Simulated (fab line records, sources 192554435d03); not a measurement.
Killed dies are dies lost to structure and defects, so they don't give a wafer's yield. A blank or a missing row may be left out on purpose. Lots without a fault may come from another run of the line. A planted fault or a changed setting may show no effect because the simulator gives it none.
A struck lot beside a sound one | flow n5_finfet | 15 steps out of a route of 1938
Sound: wafers L626.1, L626.4, L626.5. Struck: wafers L631.2, L631.3, L631.5. The cause comes at the end.
At each step with rows: each side's tool, then ch and its chambers, then its first start. Under that, the readings that differ: sound wafers | struck wafers | difference of the means | sigmas: that difference in standard deviations of wafers without a fault.
alike: readings whose means differ by less than 2 such deviations, and words and numbers that are the same on both sides. not compared: withheld readings, readings that some wafer has no value for, bounds like >300 that may hide the same value, and numbers for which the record gives no deviation and whose values overlap.
The two part at a step that has a row with sigmas, a row that says differs or no value, or rows on one side only. Numbers that don't overlap but have no deviation are shown without sigmas and don't part them. A reading that every wafer of one side lacks parts them only if that side has two wafers or more.

first, 7 steps without rows for these wafers: N5_WELL_APT_COAT_02 (resist thk 950 nm); N5_WELL_APT_EBR_04; N5_WELL_APT_SOFTBAKE_03 (time 60 s); N5_WELL_APT_EXPOSE_05 (exposes mask NWELL, defocus 0 nm, target cd 200 nm); N5_WELL_APT_PEB_06 (peb time 90 s); N5_WELL_APT_DEVELOP_07 (develop time 45 s); N5_WELL_APT_HARDBAKE_12 (time 120 s).
N5_WELL_APT_CD_MEAS_08: target cd 200 nm.
  sound on cd_sem-01 ch 0, day 1 13:41; struck on cd_sem-03 ch 0, day 2 19:42
  alike: cd_nm
N5_WELL_APT_OVL_MEAS_09:
  sound on overlay-02 ch 0, day 1 13:43; struck on overlay-02 ch 0, day 2 19:44
  alike: NWELL_OVL
N5_WELL_APT_INSPECT_10: inspects for defects (macro).
  sound on defect_inspect-01, day 1 13:44; struck on defect_inspect-02, day 2 19:45
  alike: raw_defect_count
N5_WELL_APT_DESCUM_13: chemistry O2, time 7.9 s.
  sound on rie_diel-04 ch 1,2,3, day 1 13:46; struck on rie_diel-04 ch 1,2, day 2 19:47
  alike: drypump_motor_current_A, oes_product_au, rf_vpp_V, showerhead_plenum_p_Torr, throttle_valve_pct
  not compared: rf_hours_counter_h
then, 1 step without rows for these wafers: N5_WELL_APT_IMPLANT_14.
N5_WELL_APT_IMPLANT_15:
  sound on implanter-01 ch 0, day 1 14:03; struck on implanter-02 ch 0, day 2 20:06
  reading            | sound                            | struck                           | difference  | sigmas
  dose_ions_cm2      | 1.5015e+13 1.5005e+13 1.5002e+13 | 1.3307e+13 1.3293e+13 1.3276e+13 | -1.7153e+12 | -99 or more
  faraday_current_uA | 191 190 185                      | 165 175 170                      | -19         | -5
  alike: beam_on_s, tilt_deg
then, 1 step without rows for these wafers: N5_WELL_APT_STRIP_16 (strips in SPM, time 900 s).
N5_PASSIVATION_PROBE_49:
  the record has rows for the sound wafers here (prober-01, day 12 14:16) and none for the struck ones

WHERE THEY PART
First at N5_WELL_APT_IMPLANT_15; last, within this record, at N5_PASSIVATION_PROBE_49.

WHY: what the simulator had put in
Process parameter drift: implanter-02, from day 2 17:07 on, at N5_WELL_APT_IMPLANT_15. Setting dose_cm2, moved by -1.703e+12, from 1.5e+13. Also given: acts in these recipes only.
